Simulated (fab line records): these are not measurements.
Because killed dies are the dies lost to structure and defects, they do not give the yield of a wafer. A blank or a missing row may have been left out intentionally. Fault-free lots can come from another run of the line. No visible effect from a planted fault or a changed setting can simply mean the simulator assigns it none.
Comparing a struck lot with a sound one || flow n5_finfet || 13 out of 1938 route steps
Sound: wafers L365.1, L365.2, L365.3. Struck: wafer L376.3 (left out: L376.6, a lot-mate that was not struck); the cause follows at the end.
Order at every step that has rows: each side's tool, ch and its chambers, its first start. Under that, the readings that differ: sound wafers || struck wafers || difference of the means || sigmas: that difference in standard deviations of wafers without a fault.
alike: same words and numbers on both sides, and readings whose means sit less than 2 such deviations apart. not compared: any withheld reading, any reading some wafer has no value for, any bound like >300 that may hide the same value, and any number with overlapping values for which the record gives no deviation.
A row with sigmas, a row that says differs or no value, or rows on one side alone: a step with any of these is where the two part. When numbers do not overlap yet have no deviation, they are printed without sigmas and do not part them. A reading missing from all wafers of one side parts the sides only when that side holds two or more wafers.

first, 9 steps without rows for these wafers: N5_BEOL_M3_SOFTBAKE_23 (time 60 s); N5_BEOL_M3_EXPOSE_25 (exposes mask V2, defocus 5 nm); N5_BEOL_M3_PEB_26 (peb time 60 s); N5_BEOL_M3_DEVELOP_27 (develop time 30 s); N5_BEOL_M3_DESCUM_33 (chemistry O2, time 7 s); N5_BEOL_M3_ETCH_77 (etches underlayer in N2/H2, target depth 6.5 nm, time 5.2 s); N5_BEOL_M3_ETCH_69 (etches SiARC in CF4, target depth 15.6 nm, time 26 s); N5_BEOL_M3_ALD_98 (deposits SiO2, target thk 2.5 nm, pulse time 1 s, co reactant pulse time 1 s); N5_BEOL_M3_ETCHBACK_99 (etches SiO2 in CHF3, target depth 5 nm, time 10.4 s).
N5_BEOL_M3_ETCH_70: etches SOC in N2/H2, target depth 80 nm, overetch 16 nm, time 120 s.
  sound on rie_diel-02 ch 0,1,2, day 8 17:13; struck on rie_diel-02 ch 2, day 11 19:11
{"reading": "chamber_pressure_mTorr (mTorr)", "sound": "30.020 30.085 30.037", "struck": 29.990, "difference": -0.057, "sigmas": -2}
{"reading": "rf_vpp_V (V)", "sound": "517 528 527", "struck": 517, "difference": -7, "sigmas": -2}
{"reading": "run_length_s (s)", "sound": "143.5 143.6 143.0", "struck": 177.6, "difference": "+34.2", "sigmas": "+67"}
{"reading": "model.SiARC_of_BEOL_M3_COAT_68.thk_nm (nm)", "sound": "6.4 6.4 6.6", "struck": 4.8, "difference": -1.7, "sigmas": ""}
  alike: bias_w, drypump_motor_current_A, oes_product_au, showerhead_plenum_p_Torr, throttle_valve_pct
  not compared: rf_hours_counter_h
then, 1 step without rows for these wafers: N5_BEOL_M3_STRIP_71 (strips in N2/H2).
N5_BEOL_M4_RC_MEAS_101:
  sound on prober-01 ch 0, day 9 17:19; struck on prober-01 ch 0, day 12 18:27
{"reading": "IOFF_N (nA/um)", "sound": "0.103 0.132 0.132", "struck": 0.190, "difference": "+0.068", "sigmas": "+2"}
{"reading": "IOFF_P (nA/um)", "sound": "0.14 0.17 0.16", "struck": 0.23, "difference": "+0.07", "sigmas": "+2"}
{"reading": "VT_N (mV)", "sound": "255.4 248.9 254.1", "struck": 244.6, "difference": -8.2, "sigmas": -3}
{"reading": "VT_P (mV)", "sound": "-258 -257 -257", "struck": -249, "difference": "+8", "sigmas": "+3"}
  alike: DIBL_N, DIBL_P, ION_N, ION_P, SS_N, SS_P
-- here the record skips 5 days between the struck wafers' starts before and after, leaving off in module BEOL_M4 and picking up in module PASSIVATION (first step shown: number 1936 of the route) --
N5_PASSIVATION_PROBE_49:
  record: rows for the struck wafers here (prober-01, day 17 14:02), none for the sound ones

WHERE THEY PART
Last at N5_PASSIVATION_PROBE_49 as far as this record goes, first at N5_BEOL_M3_ETCH_70.

WHY: the cause the simulator had injected
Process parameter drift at N5_BEOL_M3_ETCH_70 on rie_diel-02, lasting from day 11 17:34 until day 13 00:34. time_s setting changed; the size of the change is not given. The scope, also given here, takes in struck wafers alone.
